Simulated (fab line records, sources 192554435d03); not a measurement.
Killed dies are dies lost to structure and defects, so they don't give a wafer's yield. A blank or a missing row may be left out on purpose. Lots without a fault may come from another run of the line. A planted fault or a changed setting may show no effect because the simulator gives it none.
Split-lot experiment | flow n5_finfet | 7 lots, 39 wafers read, on a route of 1938 steps

THE SPLIT
At N5_FIN_CUT_CUT_ETCH_15 (etches Si in HBr/Cl2/O2, target depth 100 nm, bt time 10 s, time 42.4 s), the setting time_s was moved away from the recipe's 42.4 s on 9 of the 39 wafers read, by -16.5% to +7.8%. The other wafers ran this setting at the recipe's value.

The reading is taken at the split's own step.

THE READING
SOC_of_FIN_CUT_COAT_18.thk_nm (the simulator's own value, which no gauge read), in nm, at N5_FIN_CUT_CUT_ETCH_15 (etches Si in HBr/Cl2/O2, target depth 100 nm, bt time 10 s, time 42.4 s). The file gives no usual value for it. The 30 wafers here that ran the recipe average 170.0 nm, standard deviation 1.2 nm.

wafer  | tool, chamber at the split | time_s as run, s | against the recipe | SOC_of_FIN_CUT_COAT_18.thk_nm, nm | against lot-mates on the recipe
L077.1 | rie_si-04, 2               | 42.4             | recipe             | 171.4                             | -
L077.5 | rie_si-04, 1               | 42.4             | recipe             | 171                               | -
L077.6 | rie_si-04, 0               | 42.4             | recipe             | 171.6                             | -
L087.1 | rie_si-04, 2               | 42.4             | recipe             | 170                               | -
L087.2 | rie_si-04, 3               | 42.4             | recipe             | 170.8                             | -
L087.3 | rie_si-04, 0               | 35.4             | -16.5%             | 175.4                             | +5.0
L087.4 | rie_si-04, 1               | 35.4             | -16.5%             | 176.2                             | +5.8
L087.5 | rie_si-04, 2               | 35.4             | -16.5%             | 176.2                             | +5.8
L087.6 | rie_si-04, 1               | 42.4             | recipe             | 170.4                             | -
L088.1 | rie_si-04, 1               | 45.71            | +7.8%              | 168                               | -3.0
L088.2 | rie_si-04, 3               | 45.71            | +7.8%              | 168.2                             | -2.8
L088.3 | rie_si-04, 0               | 42.4             | recipe             | 170.6                             | -
L088.4 | rie_si-04, 2               | 42.4             | recipe             | 171                               | -
L088.5 | rie_si-04, 3               | 42.4             | recipe             | 171.4                             | -
L088.6 | rie_si-04, 0               | 45.71            | +7.8%              | 167.6                             | -3.4
L089.1 | rie_si-04, 1               | 42.4             | recipe             | 170.2                             | -
L089.2 | rie_si-04, 2               | 42.4             | recipe             | 167                               | -
L089.3 | rie_si-04, 3               | 42.4             | recipe             | 167                               | -
L089.4 | rie_si-04, 3               | 42.4             | recipe             | 168.6                             | -
L089.5 | rie_si-04, 1               | 42.4             | recipe             | 169                               | -
L089.6 | rie_si-04, 2               | 42.4             | recipe             | 167.6                             | -
L092.1 | rie_si-03, 0               | 42.4             | recipe             | 169.2                             | -
L092.2 | rie_si-03, 2               | 38.94            | -8.2%              | 173.2                             | +2.7
L092.3 | rie_si-03, 3               | 42.4             | recipe             | 171.4                             | -
L092.4 | rie_si-03, 1               | 42.4             | recipe             | 171                               | -
L092.5 | rie_si-03, 0               | 38.94            | -8.2%              | 173.6                             | +3.1
L092.6 | rie_si-03, 3               | 38.94            | -8.2%              | 172.4                             | +1.9
L095.1 | rie_si-03, 2               | 42.4             | recipe             | 170                               | -
L095.2 | rie_si-03, 3               | 42.4             | recipe             | 170.6                             | -
L095.3 | rie_si-03, 1               | 42.4             | recipe             | 170.6                             | -
L095.4 | rie_si-03, 0               | 42.4             | recipe             | 168.2                             | -
L095.5 | rie_si-03, 1               | 42.4             | recipe             | 169.8                             | -
L095.6 | rie_si-03, 2               | 42.4             | recipe             | 170                               | -
L096.1 | rie_si-01, 0               | 42.4             | recipe             | 169.4                             | -
L096.2 | rie_si-01, 3               | 42.4             | recipe             | 170.4                             | -
L096.3 | rie_si-01, 1               | 42.4             | recipe             | 169.8                             | -
L096.4 | rie_si-01, 2               | 42.4             | recipe             | 171                               | -
L096.5 | rie_si-01, 0               | 42.4             | recipe             | 170.2                             | -
L096.6 | rie_si-01, 3               | 42.4             | recipe             | 170.4                             | -

THE FIT
A straight line over all 39 wafers: SOC_of_FIN_CUT_COAT_18.thk_nm changes by -0.344 nm for each +1% of time_s; r = -0.86; the points scatter about the line by 1.1 nm.
The same after taking each lot's own level away (the mean of its wafers on the recipe; 39 wafers): -0.342 nm for each +1%; r = -0.94; scatter 0.72 nm.
On that fit, the largest move of time_s shifts the reading by 5.7 nm.
The lots' own levels span 168.23 to 171.33 nm, that is 2.5 times the standard deviation above.
So the lot-to-lot level changes the slope little: the two slopes agree.
Check: with one of the wafers moved furthest among these (-16.5%) left out of the fit, the line predicts +5.77 nm for it against its lot-mates. It came out at +5 nm against them.

OTHER SPLITS ON THESE WAFERS
These wafers also went through other splits before the reading. Each is held against what the fit with the lots' levels taken away leaves over:
other split on the same wafers          | wafers away from the commonest value | r with SOC_of_FIN_CUT_COAT_18.thk_nm (lot level and that fit taken away)
N5_FIN_SAQP_ETCH_52 source_w            | 9                                    | +0.31
N5_FIN_SAQP_SPACER2_ALD_28 target_thk_a | 12                                   | -0.06
N5_FIN_CUT_CUT_ETCH_26 target_depth_a   | 12                                   | -0.56

THE WHOLE CHAIN: every reading that the file lists as answering this split, in the file's order
step                   | what it does                                                            | reading                                                                        | change (the file's fit)               | r (the file's)
N5_FIN_CUT_CUT_ETCH_15 | etches Si in HBr/Cl2/O2, target depth 100 nm, bt time 10 s, time 42.4 s | FIN_CUT.feature_depth_nm (the simulator's own value, which no gauge read)      | +0.984 nm for each +1% of the setting | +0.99
N5_FIN_CUT_CUT_ETCH_15 | etches Si in HBr/Cl2/O2, target depth 100 nm, bt time 10 s, time 42.4 s | etch.depth_nm (the simulator's own value, which no gauge read)                 | +0.985 nm for each +1% of the setting | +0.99
N5_FIN_CUT_CUT_ETCH_15 | etches Si in HBr/Cl2/O2, target depth 100 nm, bt time 10 s, time 42.4 s | SOC_of_FIN_CUT_COAT_18.thk_nm (the simulator's own value, which no gauge read) | -0.34 nm for each +1% of the setting  | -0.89

THE FILE'S OWN FIT
SOC_of_FIN_CUT_COAT_18.thk_nm changes by -0.34 nm for each +1% of time_s, r = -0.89.
